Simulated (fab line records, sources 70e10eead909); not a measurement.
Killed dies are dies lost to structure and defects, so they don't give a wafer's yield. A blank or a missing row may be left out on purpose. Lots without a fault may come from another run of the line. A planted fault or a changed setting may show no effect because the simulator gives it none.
One fault seen from 3 desks | flow nand_harc | each desk has only its own numbers; what lay behind them comes last

THE TOOL OWNER'S DESK: acl_dep-02
The tool's own readings at NHARC_P_GATE_HM_DEP_102 (deposits aC, target thk 120 nm): means of the sampled wafers that have a number, for each lot that ran on this tool. A lot is out of limits, marked OUT, if its mean lies more than 4 standard deviations from the usual mean; the brackets give that distance.
Columns: A = throttle_valve_pct at NHARC_P_GATE_HM_DEP_102, usual 34.998 %
lot  | first seen here | A
L147 | day 8 17:55     | 35.005
L150 | day 9 11:08     | 34.995
L161 | day 13 23:36    | 35.000
L162 | day 14 15:53    | 34.994
This desk's finding: nothing out of limits on any of the 4 lots.

THE METROLOGY DESK
What the gauges read, lot by lot, whatever tool the lot ran on: means of the sampled wafers that have a number. A lot is out of limits, marked OUT, if its mean lies more than 4 standard deviations from the usual mean; the brackets give that distance.
Columns: A = trench_depth_nm at NHARC_P_STI_OCD_MEAS_43, usual 299 nm; B = trench_foot_cd_nm at NHARC_P_STI_OCD_MEAS_43, usual 158.7 nm
lot  | first seen here | A   | B
L139 | day 3 00:32     | 301 | 158.8
L140 | day 3 06:10     | 301 | 156.0
L147 | day 6 05:55     | 299 | 159.2
L150 | day 7 09:59     | 302 | 159.8
L151 | day 7 21:39     | 298 | 161.8
L153 | day 8 18:29     | 293 | 162.4
L154 | day 9 01:35     | 299 | 160.3
L156 | day 9 21:28     | 303 | 156.6
L157 | day 10 12:49    | 295 | 161.5
L159 | day 11 05:41    | 294 | 158.8
L161 | day 12 01:33    | 302 | 154.5
L162 | day 12 15:25    | 300 | 157.6
This desk's finding: nothing out of limits on any of the 12 lots.

THE DEFECT DESK
What the inspections along the route counted, lot by lot: means of the sampled wafers that have a number. A lot is out of limits, marked OUT, if its mean lies more than 4 standard deviations from the usual mean; the brackets give that distance.
Columns: A = raw_defect_count at NHARC_P_GATE_INSPECT_28, usual 6
lot  | first seen here | A
L139 | day 5 01:55     | 6
L140 | day 5 08:57     | 7
L147 | day 8 19:29     | 18
L150 | day 9 12:25     | 17
L151 | day 9 21:29     | 10
L154 | day 11 01:14    | 4
L153 | day 11 01:35    | 5
L156 | day 12 02:37    | 3
L157 | day 12 22:23    | 18
L159 | day 13 07:52    | 6
L161 | day 14 01:00    | 9
L162 | day 14 17:16    | 4
This desk's finding: nothing out of limits on any of the 12 lots.

PUT TOGETHER
The tool owner's desk saw nothing out of limits.
The metrology desk saw nothing out of limits.
The defect desk saw nothing out of limits.

WHAT THE SIMULATOR HAD PUT IN
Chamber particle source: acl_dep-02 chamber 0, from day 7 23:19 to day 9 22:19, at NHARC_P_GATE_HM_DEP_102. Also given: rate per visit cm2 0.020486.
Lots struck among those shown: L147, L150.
